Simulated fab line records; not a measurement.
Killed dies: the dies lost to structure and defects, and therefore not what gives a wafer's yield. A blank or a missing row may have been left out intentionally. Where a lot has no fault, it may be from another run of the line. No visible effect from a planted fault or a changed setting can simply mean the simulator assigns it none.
Chamber matching    flow n5-finfet    cvd-co-01 running N5_BEOL_M3_CO_CAP_55: 3 sister chambers
The step material Co, precursor CCTBA/H2, target thk 2 nm, time 102.1 s. 3 wafers are shown with their chamber, then 10 later ones without.

## WAFERS WITH THEIR CHAMBER
wafer   chamber  heater-power-w (W)
L088.4  2        193
L090.1  0        212
L090.2  1        228

## WAFERS WITHOUT THEIR CHAMBER
wafer   heater-power-w (W)
L090.3  190
L093.1  191
L093.2  209
L093.5  217
L095.2  188
L095.4  208
L095.6  228
L097.1  211
L097.2  188
L097.4  185

## THE CHAMBER EACH PASSED THROUGH
wafer   from the rows above      in truth
L090.3  2                        2
L093.1  2                        2
L093.2  0                        0
L093.5  can't be placed: 0 or 1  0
L095.2  2                        2
L095.4  0                        0
L095.6  1                        1
L097.1  0                        0
L097.2  2                        2
L097.4  2                        2
Placed correctly: 9 of 10. Cannot be placed on the basis of these rows: 1; the candidates contain the true chamber in 1. 0 placed wrongly.
How it was worked out, from the rows above alone: a wafer's distance from a chamber is the root of the sum, over the readings, of the square of ((its reading less the chamber's mean) divided by the reading's scatter). The wafer belongs to the nearest chamber; if the next one is less than 2 further off, it can't be placed. The mean given for a chamber averages the wafers shown for that chamber. The scatter: root of mean squared gap, hidden wafer to nearest shown wafer, with one shown wafer a chamber.
